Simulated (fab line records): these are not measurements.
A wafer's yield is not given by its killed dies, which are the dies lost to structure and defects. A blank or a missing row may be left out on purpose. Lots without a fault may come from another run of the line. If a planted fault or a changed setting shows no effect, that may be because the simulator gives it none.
fab line records | flow n5Finfet
record lots=5 wafers=15 lastDay=17
route steps=1938 shown BEOL_M6@1206 PASSIVATION@1936
lots that met no fault: from a run of the same line without faults
startH: hours from the record's opening day to when the first of the lot's shown wafers began | waitH: hours since the lot's step before | " as in the row above | L1.1+2: several wafers, shown together as one row | - no value present, or no start provided | * or withheld: withheld | < > ~ a bound
route shown NAME@n: NAME is a module with steps in the file, n the number in the route of the first one | usual: mean/standard deviation taken from wafers without a fault | same: alike in all rows | chamber/n: place in a boat | sites: the reading at each site | _std_site: standard deviation across them | _edge_site: the outer-site mean with the inner-site mean subtracted | radiusMm: how far each site lies from the wafer's centre | mask NAME#n: copy n | behind: the last tool/chamber to shape the wafer | hold: why the lot went on hold/how many hours it stayed there/how the hold came to an end | device: names the non-switching transistor (n, p or np) | end of line: tests of these same wafers at the route's end | a step without rows: its recipe alone | killed: the dies lost at the first sort to structure and to defects; this is not the yield of the wafer | map: per-die view of a wafer (x killed, . not killed, _ where there is no die)
set.NAME: the setting the step ran with; set.NAME@STEP: the setting that earlier step ran with | model.NAME: the simulator's own value behind a step, which no gauge read
certain route steps with their lots: each step a table, each wafer a row
services: from which hour (startH, from the record's first day; less than 0 if before it) a tool's chamber was out of use, for how many hours, and why
## steps
# step N5_BEOL_M6_DEVELOP_10
# recipe developTimeS=30 developer=TMAH resist=CAR-ArF rinseLiquid=diw dry=airSpin devTempC=23
# step N5_BEOL_M6_DESCUM_16
# recipe chemistry=O2 timeS=7.9 sourcePowerW=50 biasPowerW=20 pressureMtorr=20 rfFrequencyHz=2.712e+07 tempC=40 resist=CAR-ArF o2FlowSccm=225
# step N5_BEOL_M6_ETCH_61
# recipe chemistry=CF4 target=SiARC targetDepthA=455 maskMaterial=CAR-ArF timeS=75.8 ionEnergyEv=80 pressureMtorr=40 sourceW=545 biasW=36 Ar_flow_sccm=100 cf4FlowSccm=100 ends=cleared
# step N5_BEOL_M6_ETCH_62
# recipe chemistry=N2/H2 target=SOC targetDepthA=1100 overetchA=220 maskMaterial=SiARC tempC=40 timeS=165 ionEnergyEv=200 pressureMtorr=30 sourceW=840 biasW=150 n2FlowSccm=200 h2FlowSccm=200
# step N5_BEOL_M6_STRIP_68
# recipe chemistry=N2/H2 tempC=40 n2FlowSccm=200 h2FlowSccm=200 rfFrequencyHz=6e+07
# step N5_BEOL_M6_STRIP_67
# recipe chemistry=CF4 resist=SiARC powerW=300 biasPowerW=75 pressureMtorr=50 cf4FlowSccm=150 rfFrequencyHz=6e+07
# step N5_BEOL_M6_HM_OPEN_17
# recipe chemistry=Cl2/BCl3 targetDepthA=200 overetchA=60 target=TiN maskMaterial=SOC ionEnergyEv=150 pressureMtorr=10 icpW=1000 biasW=126 Cl2_flow_sccm=53.25 bcl3FlowSccm=21.75 Ar_flow_sccm=25
# step N5_BEOL_M6_STRIP_19
# recipe chemistry=O2 powerW=400 tempC=40 pressureMtorr=30 rfFrequencyHz=6e+07 biasPowerW=0 overashFraction=0.2 o2FlowSccm=225
# step N5_BEOL_M6_COAT_63
# recipe resist=SOC tempC=250 timeS=60 spinRpm=1500 resistThkNm=60
# usual exhaustPa=45.0/1 spinSpeedRpm=1499.9/1
# columns lot.wafer tool chamber startH waitH exhaustPa spinSpeedRpm model.SOC_of_BEOL_M6_COAT_63.thkNm
L948.3 lithoTrack-03 0 244.79 0.0 45.0 1499.7 59.8
L948.4 " 0 " " 44.4 1501.3 59.8
L948.6 " 0 " " 45.4 1498.4 59.8
L949.1 lithoTrack-03 0 261.25 1.2 44.7 1396.0 62.2
L949.2 " 0 " " 42.8 1394.3 62.2
L949.6 " 0 " " 44.7 1394.0 62
L951.2 lithoTrack-03 0 276.16 3.0 44.4 1396.6 62
L951.3 " 0 " " 44.8 1396.8 62
L951.5 " 0 " " 44.4 1394.9 62
L953.1 lithoTrack-03 0 284.67 3.1 45.3 1396.0 62.2
L953.3 " 0 " " 45.9 1394.5 62.2
L953.5 " 0 " " 46.8 1394.1 62.4
L957.1 lithoTrack-02 0 309.49 0.2 46.9 1499.5 60
L957.4 " 0 " " 47.5 1501.6 59.6
L957.6 " 0 " " 45.6 1499.3 60
# step N5_BEOL_M6_COAT_64
# recipe resist=SiARC tempC=220 timeS=60 spinRpm=1500 resistThkNm=12
# step N5_BEOL_M6_COAT_71
# recipe resist=underlayer tempC=205 timeS=60 spinRpm=1500 resistThkNm=5
# step N5_BEOL_M6_COAT_22
# recipe resist=CAR-EUV spinRpm=1500 resistThkNm=30
# step N5_BEOL_M6_EBR_24
# recipe solvent=PGMEA ebrWidthMm=1.5
# step N5_BEOL_M6_SOFTBAKE_23
# recipe tempC=110 timeS=60 resist=CAR-EUV
# step N5_BEOL_M6_EXPOSE_25
# recipe maskId=V5 na=0.33 sourceShape=annular sigmaInner=0.4 sigmaOuter=0.8 polarization=unpolarized targetCdNm=40 doseMj=45
# step N5_BEOL_M6_PEB_26
# recipe pebTempC=100 pebTimeS=60 resist=CAR-EUV
# step N5_BEOL_M6_DEVELOP_27
# recipe developTimeS=30 developer=TMAH resist=CAR-EUV rinseLiquid=surfactantRinse dry=airSpin devTempC=23
# step N5_BEOL_M6_DESCUM_33
# recipe chemistry=O2 timeS=7 sourcePowerW=50 biasPowerW=20 pressureMtorr=20 rfFrequencyHz=2.712e+07 tempC=40 resist=CAR-EUV o2FlowSccm=225
# step N5_BEOL_M6_ETCH_72
# recipe chemistry=N2/H2 target=underlayer targetDepthA=65 maskMaterial=CAR-EUV timeS=5.2 ionEnergyEv=200 pressureMtorr=30 sourceW=840 biasW=150 n2FlowSccm=200 h2FlowSccm=200 ends=cleared
# step N5_BEOL_M6_ETCH_65
# recipe chemistry=CF4 target=SiARC targetDepthA=156 maskMaterial=CAR-EUV timeS=26 ionEnergyEv=80 pressureMtorr=40 sourceW=545 biasW=36 Ar_flow_sccm=100 cf4FlowSccm=100 ends=cleared
# step N5_BEOL_M6_ETCH_66
# recipe chemistry=N2/H2 target=SOC targetDepthA=800 overetchA=160 maskMaterial=SiARC tempC=40 timeS=120 ionEnergyEv=200 pressureMtorr=30 sourceW=840 biasW=150 n2FlowSccm=200 h2FlowSccm=200
# usual drypumpMotorCurrentA=5.6/0.42 oesProductAu=0.62/0.065 rfVppV=522.9/1.8 showerheadPlenumPTorr=2.50/0.057 tempC=40.02/0.11 throttleValvePct=17.67/0.26
# columns lot.wafer tool chamber startH waitH drypumpMotorCurrentA oesProductAu rfHoursCounterH rfVppV showerheadPlenumPTorr tempC throttleValvePct model.etch.depthNm
L948.3 rieDiel-04 1 245.39 0.0 5.4 0.65 53 519.3 2.48 40.05 17.80 59.79
L948.4 " 0 " " 6.0 0.53 - 522.7 2.47 40.02 17.68 59.75
L948.6 " 2 " " 5.5 0.61 - 521.7 2.45 39.90 17.30 59.73
L949.1 rieDiel-03 1 262.24 0.0 5.1 0.66 43 523.6 2.57 39.82 17.70 62.16
L949.2 " 2 " " 5.7 0.66 60 525.4 2.58 39.93 17.34 62.19
L949.6 " 2 " " 5.6 0.67 - 524.0 2.58 40.16 17.34 62.06
L951.2 rieDiel-04 2 276.95 0.0 5.5 0.61 98 522.8 2.44 40.01 17.34 61.99
L951.3 " 1 " " 5.4 0.65 68 522.0 2.47 40.06 17.80 61.94
L951.5 " 3 " " 4.9 0.58 - 520.7 2.44 39.77 18.01 61.94
L953.1 rieDiel-04 1 285.65 0.0 5.4 0.64 71 521.7 2.47 40.03 17.83 62.17
L953.3 " 0 " " 6.1 0.78 0 523.3 2.47 40.23 17.34 62.21
L953.5 " 0 " " 6.0 0.78 - 522.2 2.47 40.10 17.34 62.33
L957.1 rieDiel-04 0 310.04 0.0 6.1 0.73 10 522.3 2.46 39.97 17.32 59.97
L957.4 " 1 " " 5.4 0.62 81 520.4 2.46 40.27 17.84 59.69
L957.6 " 2 " " 5.5 0.58 - 521.0 2.43 40.12 17.35 59.97
# step N5_BEOL_M6_STRIP_69
# recipe chemistry=N2/H2 tempC=40 n2FlowSccm=200 h2FlowSccm=200 rfFrequencyHz=6e+07
# step N5_BEOL_M6_STRIP_73
# recipe chemistry=N2/H2 tempC=40 n2FlowSccm=200 h2FlowSccm=200 rfFrequencyHz=6e+07
# step N5_BEOL_M6_VIA_ETCH_34
# recipe chemistry=C4F6/O2 target=SiCOH_lowk targetDepthA=1263 maskMaterial=SOC taperDeg=4 timeS=50.9 ionEnergyEv=250 pressureMtorr=30 sourceW=345 biasW=185 Ar_flow_sccm=300 C4F6_flow_sccm=10 O2_flow_sccm=10
# usual drypumpMotorCurrentA=5.6/0.42 oesProductAu=0.80/0.091 rfVppV=656/15 showerheadPlenumPTorr=2.80/0.065 throttleValvePct=20.77/0.25
# columns lot.wafer tool chamber startH waitH drypumpMotorCurrentA oesProductAu rfHoursCounterH rfVppV showerheadPlenumPTorr throttleValvePct model.SOC_of_BEOL_M6_COAT_63.thkNm
L948.3 rieDiel-04 1 245.49 0.0 5.4 0.85 53 664 2.75 20.71 53.6
L948.4 " 0 " " 6.1 0.70 - 670 2.78 20.85 53.8
L948.6 " 2 " " 5.5 0.80 - 666 2.75 20.55 53.6
L949.1 rieDiel-03 0 262.34 0.0 6.3 0.70 217 641 2.83 21.12 56.2
L949.2 " 3 " " 5.5 1.00 2 654 2.78 20.83 56
L949.6 " 3 " " 5.5 0.99 - 655 2.78 20.83 55.8
L951.2 rieDiel-04 2 277.05 0.0 5.5 0.78 98 664 2.74 20.55 55.8
L951.3 " 1 " " 5.4 0.84 68 663 2.75 20.74 55.8
L951.5 " 3 " " 4.9 0.73 - 646 2.72 20.98 56.2
L953.1 rieDiel-04 1 285.75 0.0 5.4 0.82 71 662 2.74 20.72 56.2
L953.3 " 0 " " 6.1 0.99 1 669 2.78 20.59 56.4
L953.5 " 0 " " 6.1 0.99 - 670 2.78 20.58 56.4
L957.1 rieDiel-04 0 310.14 0.0 6.1 0.96 10 669 2.77 20.59 54
L957.4 " 1 " " 5.4 0.83 81 663 2.74 20.74 53.6
L957.6 " 2 " " 5.5 0.76 - 664 2.74 20.58 53.8
# step N5_BEOL_M6_STRIP_76
# recipe chemistry=C4F6/O2 resist=SiARC rfFrequencyHz=6e+07
# step N5_PASSIVATION_PROBE_49
# usual defectLimitedYield=91.1/1.4 killed_at_M0_to_M3=36/9.9 killed_at_M4_up=13/5.8 killedAtContacts=14/5.9 killedAtFrontEnd=39/11 killedAtOther=3.4/2.9 killedDies=105/17 killedOpen=70/13 killedShort=34/7.3 sort_bin_5_function=5.3/1 sort_bin_6_memory=3.3/0.62 sort_bin_8_speed=0.01/0.057 sortNPass=1075/17 sortYieldPct=91.1/1.4
# same grossDies=1180 killedAtBackSide=0 sort_bin_4_leakage[%]=0
# columns lot.wafer tool chamber startH waitH defectLimitedYield[%] killed_at_M0_to_M3 killed_at_M4_up killedAtContacts killedAtFrontEnd killedAtOther killedDies killedOpen killedShort sort_bin_5_function[%] sort_bin_6_memory[%] sort_bin_8_speed[%] sortNPass sortYieldPct[%]
L953.1 prober-01 - 363.18 0.0 92.9 28 6 8 34 8 84 56 28 4.2 2.7 0 1096 92.9
# killed by level:class
L953.1 BEOL_M2:geometricParticle:open=12 STI_FIN_REVEAL:geometricParticle:open=5 DUMMY_GATE:geometricParticle:open=5 MOL_CONTACT_COAG:geometricParticle:open=5 BEOL_M0_SAQP:geometricParticle:open=5 BEOL_M1:geometricParticle:open=5 ILD0:geometricParticle:short=4 STARTING-WAFER:geometricParticle:open=4
## services
# columns tool chamber startH hours kind
rieDiel-03 3 234.65 - clean
rieDiel-03 3 234.65 - consumableReplace:focusRing
rieDiel-03 3 234.65 20.9 scheduledDown
rieDiel-03 3 234.65 20.9 ventCycle
rieDiel-04 0 251.90 - clean
rieDiel-04 0 251.90 - consumableReplace:focusRing
rieDiel-04 0 251.90 31.1 scheduledDown
rieDiel-04 0 251.90 31.1 ventCycle
## key
firstSign step=N5_BEOL_M6_COAT_63 reading=spinSpeedRpm direction=down sigmas=99+ usual=* struck=*
effect none on later readings
modelEffect step=N5_BEOL_M6_COAT_63 value=SOC_of_BEOL_M6_COAT_63.thkNm without=59.93 struck=62.13
modelEffect step=N5_BEOL_M6_ETCH_66 value=etch.depthNm without=59.91 struck=62.11
modelEffect step=N5_BEOL_M6_VIA_ETCH_34 value=SOC_of_BEOL_M6_COAT_63.thkNm without=53.89 struck=56.09
metAt N5_BEOL_M6_COAT_63
struckWafers L949.1,L949.2,L949.6,L951.2,L951.3,L951.5,L953.1,L953.3,L953.5
onsetBetween 244.79 261.25
fault kind=processParameterDrift tool=lithoTrack-03 chamber=- onsetH=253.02 steps=N5_BEOL_M6_COAT_63 channel=spinRpm offset=* shape=step endH=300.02 actsIn=* stated=*
